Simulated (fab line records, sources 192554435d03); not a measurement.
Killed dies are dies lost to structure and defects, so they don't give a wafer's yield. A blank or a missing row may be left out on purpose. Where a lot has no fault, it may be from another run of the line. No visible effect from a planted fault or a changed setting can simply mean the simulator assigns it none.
8D (eight disciplines) problem report, filled in by code | flow n5-finfet | the parts of the form that need people (team, actions taken, sign-off) are left out

1. THE ISSUE
run-length-s at N5_PASSIVATION_PASS_ETCH_47 reads a mean of 518.8 s on 3 wafers of 3 lots; wafers without a fault read 408.2 s with a standard deviation of 0.39. That is +99 or more standard deviations from the usual mean.
The step: etches SiNx in CF4/O2, target depth 770 nm, time 385 s.
First seen on wafer L197.2, day 14 12:37, on rie-diel-04. At this step, 18 wafers from 7 lots have a number in the record. Rule for "out" (also "out of limits"): further than 4 standard deviations from the usual mean. The other wafers with a number count as sound.

2. WHAT THIS IS AND IS NOT
question                    | is                     | is not
which readings at this step | run-length-s           | oes-product-au, rf-vpp-V, showerhead-plenum-p-Torr, throttle-valve-pct
which lots                  | L197, L200, L201       | L199, L205, L209, L213
which wafers of those lots  | L197.2, L200.4, L201.2 | L197.1, L200.1, L201.1
read on which tools         | rie-diel-04            | rie-diel-02, rie-diel-03
when                        | from day 14 12:37      | up to then (1 sound wafer); but 14 sound wafers of L199, L200, L201, L205, L209, L213 came after

3. WHAT RULES OUT EACH SUSPECT
Counting: a tool at a process step up to the reading stays a suspect if it ran every lot that is out. Sound lots after the first of them don't rule it out here, since some wafers of a struck lot are sound.
- rie-diel-04 at N5_PASSIVATION_DESCUM_46 (chemistry O2, time 7.9 s): kept. It ran every lot that is out, first L197 (day 14 12:34).
- rie-diel-04 at N5_PASSIVATION_PASS_ETCH_47 (etches SiNx in CF4/O2, target depth 770 nm, time 385 s): kept. It ran every lot that is out, first L197 (day 14 12:37). Its own readings are out on those wafers: run-length-s.
What counting leaves: rie-diel-04 at N5_PASSIVATION_DESCUM_46 and rie-diel-04 at N5_PASSIVATION_PASS_ETCH_47.

4. THE CAUSE (what the simulator had put in)
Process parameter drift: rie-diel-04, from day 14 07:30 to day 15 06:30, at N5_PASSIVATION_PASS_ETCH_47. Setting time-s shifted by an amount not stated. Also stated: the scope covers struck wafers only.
This tool is one of the 2 suspects left after counting.

5. THE CHAIN OF EFFECTS, in route order
Each row: a reading where the mean over the struck wafers with a number is more than 3 standard deviations away from the usual. Only readings whose record carries a usual standard deviation are examined. hours: median over the lots of the time between each lot's start at the first step of this table that gives one and its start at this step. sigmas: the change, counted in usual standard deviations.
hours | step                        | reading      | usual   | on struck wafers | change | sigmas
0     | N5_PASSIVATION_PASS_ETCH_47 | run-length-s | 408.2 s | 518.8            | +110.6 | +99 or more
Its process steps:
- N5_PASSIVATION_PASS_ETCH_47: etches SiNx in CF4/O2, target depth 770 nm, time 385 s.

6. HOW IT WOULD HAVE BEEN CAUGHT EARLIER
5 hours passed between the start of the fault at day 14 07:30 and the first reading out of limits in this record, taken at day 14 12:37.
